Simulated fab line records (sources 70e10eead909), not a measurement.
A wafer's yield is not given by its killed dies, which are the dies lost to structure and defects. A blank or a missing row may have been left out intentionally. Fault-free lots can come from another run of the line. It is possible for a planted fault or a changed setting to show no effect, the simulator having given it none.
Tool commonality check || flow nand-harc || 11 lots and 36 wafers in the sample

== THE REASON FOR OPENING IT ==
On 1 of the 11 lots, a flag is raised at NHARC_P_ZERO_WELL_CD_MEAS_52 on the reading cd-nm. Wafers without a fault read 2000.1 nm, standard deviation 1.6.
Rule: a lot gets a flag if all its wafers with a number sit over 4 standard deviations from that mean, or if no wafer of it has a number. As for the other lots, they are considered sound.

{"lot": "L743", "measured": "day 2 01:46", "on": "cd-sem-02", "cd-nm (nm), wafer by wafer": "1999.4 1999.2 2001.6", "flag": ""}
{"lot": "L744", "measured": "day 2 12:08", "on": "cd-sem-03", "cd-nm (nm), wafer by wafer": "1998.8 2000.8 1999.7", "flag": ""}
{"lot": "L745", "measured": "day 2 21:55", "on": "cd-sem-01", "cd-nm (nm), wafer by wafer": "1999.0 1997.3 1999.0", "flag": ""}
{"lot": "L746", "measured": "day 3 07:37", "on": "cd-sem-03", "cd-nm (nm), wafer by wafer": "1998.3 1999.5 2000.9", "flag": ""}
{"lot": "L747", "measured": "day 3 17:32", "on": "cd-sem-03", "cd-nm (nm), wafer by wafer": "1999.1 1998.3 2001.8", "flag": ""}
{"lot": "L748", "measured": "day 4 05:52", "on": "cd-sem-01", "cd-nm (nm), wafer by wafer": "1999.5 1997.6 2000.2", "flag": ""}
{"lot": "L750", "measured": "day 4 23:55", "on": "cd-sem-03", "cd-nm (nm), wafer by wafer": "1999.5 2000.2 2000.8", "flag": ""}
{"lot": "L752", "measured": "day 5 19:45", "on": "cd-sem-03", "cd-nm (nm), wafer by wafer": "2002.1 2000.7 2001.5", "flag": ""}
{"lot": "L757", "measured": "day 7 21:27", "on": "cd-sem-03", "cd-nm (nm), wafer by wafer": "1866.6 1864.8 1866.3 1866.5 1864.6 1866.2", "flag": "FLAGGED"}
{"lot": "L761", "measured": "day 9 14:19", "on": "cd-sem-01", "cd-nm (nm), wafer by wafer": "2001.3 1998.7 2002.0", "flag": ""}
{"lot": "L766", "measured": "day 11 15:51", "on": "cd-sem-02", "cd-nm (nm), wafer by wafer": "1997.6 1998.6 1998.7", "flag": ""}
The numbers of the flagged lots are 1865.8 nm on average: -134.3 nm against the usual, or -84 standard deviations.

== WHICH TOOL RAN EACH LOT ==
3 process steps preceding the reading are held in the record, out of 1302 steps in the route. Cell contents, in order: the tool; ch with the chambers the sampled wafers went through; the start.
{"lot": "L743", "flag": "", "NHARC_P_ZERO_WELL_ETCH_65": "rie-diel-07 ch 1,2, day 1 21:29", "NHARC_P_ZERO_WELL_DESCUM_26": "rie-diel-11 ch 1,3, day 1 22:38", "NHARC_P_ZERO_WELL_EXPOSE_49": "krf-scanner-01 ch 0, day 2 01:37"}
{"lot": "L744", "flag": "", "NHARC_P_ZERO_WELL_ETCH_65": "rie-diel-07 ch 0,1,3, day 2 07:50", "NHARC_P_ZERO_WELL_DESCUM_26": "rie-diel-11 ch 0,1,3, day 2 08:59", "NHARC_P_ZERO_WELL_EXPOSE_49": "krf-scanner-03 ch 0, day 2 11:59"}
{"lot": "L745", "flag": "", "NHARC_P_ZERO_WELL_ETCH_65": "rie-diel-06 ch 0,1,2, day 2 17:29", "NHARC_P_ZERO_WELL_DESCUM_26": "rie-diel-07 ch 0,2, day 2 18:45", "NHARC_P_ZERO_WELL_EXPOSE_49": "krf-scanner-02 ch 0, day 2 21:46"}
{"lot": "L746", "flag": "", "NHARC_P_ZERO_WELL_ETCH_65": "rie-diel-07 ch 0,1,2, day 3 03:22", "NHARC_P_ZERO_WELL_DESCUM_26": "rie-diel-06 ch 0,1,3, day 3 04:38", "NHARC_P_ZERO_WELL_EXPOSE_49": "krf-scanner-01 ch 0, day 3 07:26"}
{"lot": "L747", "flag": "", "NHARC_P_ZERO_WELL_ETCH_65": "rie-diel-07 ch 0,1, day 3 13:30", "NHARC_P_ZERO_WELL_DESCUM_26": "rie-diel-06 ch 0,3, day 3 14:38", "NHARC_P_ZERO_WELL_EXPOSE_49": "krf-scanner-01 ch 0, day 3 17:23"}
{"lot": "L748", "flag": "", "NHARC_P_ZERO_WELL_ETCH_65": "rie-diel-11 ch 1,3, day 4 01:34", "NHARC_P_ZERO_WELL_DESCUM_26": "rie-diel-07 ch 0,2,3, day 4 02:55", "NHARC_P_ZERO_WELL_EXPOSE_49": "krf-scanner-02 ch 0, day 4 05:43"}
{"lot": "L750", "flag": "", "NHARC_P_ZERO_WELL_ETCH_65": "rie-diel-06 ch 0,1,3, day 4 19:30", "NHARC_P_ZERO_WELL_DESCUM_26": "rie-diel-06 ch 1,2, day 4 20:44", "NHARC_P_ZERO_WELL_EXPOSE_49": "krf-scanner-01 ch 0, day 4 23:46"}
{"lot": "L752", "flag": "", "NHARC_P_ZERO_WELL_ETCH_65": "rie-diel-11 ch 2,3, day 5 15:36", "NHARC_P_ZERO_WELL_DESCUM_26": "rie-diel-11 ch 0,2,3, day 5 16:46", "NHARC_P_ZERO_WELL_EXPOSE_49": "krf-scanner-02 ch 0, day 5 19:36"}
{"lot": "L757", "flag": "FLAGGED", "NHARC_P_ZERO_WELL_ETCH_65": "rie-diel-07 ch 1,2,3, day 7 17:22", "NHARC_P_ZERO_WELL_DESCUM_26": "rie-diel-07 ch 1,2,3, day 7 18:32", "NHARC_P_ZERO_WELL_EXPOSE_49": "krf-scanner-01 ch 0, day 7 21:17"}
{"lot": "L761", "flag": "", "NHARC_P_ZERO_WELL_ETCH_65": "rie-diel-11 ch 0,1,3, day 9 09:32", "NHARC_P_ZERO_WELL_DESCUM_26": "rie-diel-06 ch 1,2,3, day 9 10:40", "NHARC_P_ZERO_WELL_EXPOSE_49": "krf-scanner-02 ch 0, day 9 14:10"}
{"lot": "L766", "flag": "", "NHARC_P_ZERO_WELL_ETCH_65": "rie-diel-06 ch 0,2,3, day 11 11:29", "NHARC_P_ZERO_WELL_DESCUM_26": "rie-diel-06 ch 1,2,3, day 11 12:46", "NHARC_P_ZERO_WELL_EXPOSE_49": "krf-scanner-01 ch 0, day 11 15:42"}
What these steps do:
- NHARC_P_ZERO_WELL_ETCH_65: etches the open film in N2/H2, target depth 80 nm, overetch 24 nm, time 87.88 s.
- NHARC_P_ZERO_WELL_DESCUM_26: chemistry O2, time 3 s.
- NHARC_P_ZERO_WELL_EXPOSE_49: exposes mask P HVPW, target cd 2000 nm.
- NHARC_P_ZERO_WELL_CD_MEAS_52: target cd 2000 nm.

== FLAGGED AGAINST TOTAL, ONE TOOL AT A TIME (gauges that did the reading follow at the end) ==
{"step": "NHARC_P_ZERO_WELL_ETCH_65", "tool": "rie-diel-06", "lots run": 3, "flagged": 0, "share of the flagged lots": "none", "sound lots run after its first flagged lot": "-"}
{"step": "NHARC_P_ZERO_WELL_ETCH_65", "tool": "rie-diel-07", "lots run": 5, "flagged": 1, "share of the flagged lots": "all", "sound lots run after its first flagged lot": 0}
{"step": "NHARC_P_ZERO_WELL_ETCH_65", "tool": "rie-diel-11", "lots run": 3, "flagged": 0, "share of the flagged lots": "none", "sound lots run after its first flagged lot": "-"}
{"step": "NHARC_P_ZERO_WELL_DESCUM_26", "tool": "rie-diel-06", "lots run": 5, "flagged": 0, "share of the flagged lots": "none", "sound lots run after its first flagged lot": "-"}
{"step": "NHARC_P_ZERO_WELL_DESCUM_26", "tool": "rie-diel-07", "lots run": 3, "flagged": 1, "share of the flagged lots": "all", "sound lots run after its first flagged lot": 0}
{"step": "NHARC_P_ZERO_WELL_DESCUM_26", "tool": "rie-diel-11", "lots run": 3, "flagged": 0, "share of the flagged lots": "none", "sound lots run after its first flagged lot": "-"}
{"step": "NHARC_P_ZERO_WELL_EXPOSE_49", "tool": "krf-scanner-01", "lots run": 6, "flagged": 1, "share of the flagged lots": "all", "sound lots run after its first flagged lot": "1 (L766)"}
{"step": "NHARC_P_ZERO_WELL_EXPOSE_49", "tool": "krf-scanner-02", "lots run": 4, "flagged": 0, "share of the flagged lots": "none", "sound lots run after its first flagged lot": "-"}
{"step": "NHARC_P_ZERO_WELL_EXPOSE_49", "tool": "krf-scanner-03", "lots run": 1, "flagged": 0, "share of the flagged lots": "none", "sound lots run after its first flagged lot": "-"}
{"step": "NHARC_P_ZERO_WELL_CD_MEAS_52", "tool": "cd-sem-01", "lots run": 3, "flagged": 0, "share of the flagged lots": "none", "sound lots run after its first flagged lot": "-"}
{"step": "NHARC_P_ZERO_WELL_CD_MEAS_52", "tool": "cd-sem-02", "lots run": 2, "flagged": 0, "share of the flagged lots": "none", "sound lots run after its first flagged lot": "-"}
{"step": "NHARC_P_ZERO_WELL_CD_MEAS_52", "tool": "cd-sem-03", "lots run": 6, "flagged": 1, "share of the flagged lots": "all", "sound lots run after its first flagged lot": 0}

== WHAT THE TABLE ALLOWS ==
4 rows of the table ran every flagged lot: rie-diel-07 at NHARC_P_ZERO_WELL_ETCH_65, rie-diel-07 at NHARC_P_ZERO_WELL_DESCUM_26, krf-scanner-01 at NHARC_P_ZERO_WELL_EXPOSE_49, cd-sem-03 at NHARC_P_ZERO_WELL_CD_MEAS_52.
- rie-diel-07 at NHARC_P_ZERO_WELL_ETCH_65 ran 5 lots, 1 of them flagged. Its last sound lot is L747 (day 3 13:30), its first flagged lot L757 (day 7 17:22): a fault that began between those two fits.
- rie-diel-07 at NHARC_P_ZERO_WELL_DESCUM_26 ran 3 lots, 1 of them flagged. Its last sound lot is L748 (day 4 02:55), its first flagged lot L757 (day 7 18:32): a fault that began between those two fits.
- krf-scanner-01 at NHARC_P_ZERO_WELL_EXPOSE_49 ran 6 lots, 1 of them flagged. After the first flagged lot (L766), sound lots still ran on it; a lasting fault on the whole tool would not permit that.
- cd-sem-03 at NHARC_P_ZERO_WELL_CD_MEAS_52 ran 6 lots, 1 of them flagged. Its last sound lot is L752 (day 5 19:45), its first flagged lot L757 (day 7 21:27): a fault that began between those two fits.
These 2 tools cannot be told apart by counting lots, since each of them fits a fault that started at some hour. More lots, or a look at what each step does to the wafer, might.

== WHAT THE SIMULATOR PUT IN ==
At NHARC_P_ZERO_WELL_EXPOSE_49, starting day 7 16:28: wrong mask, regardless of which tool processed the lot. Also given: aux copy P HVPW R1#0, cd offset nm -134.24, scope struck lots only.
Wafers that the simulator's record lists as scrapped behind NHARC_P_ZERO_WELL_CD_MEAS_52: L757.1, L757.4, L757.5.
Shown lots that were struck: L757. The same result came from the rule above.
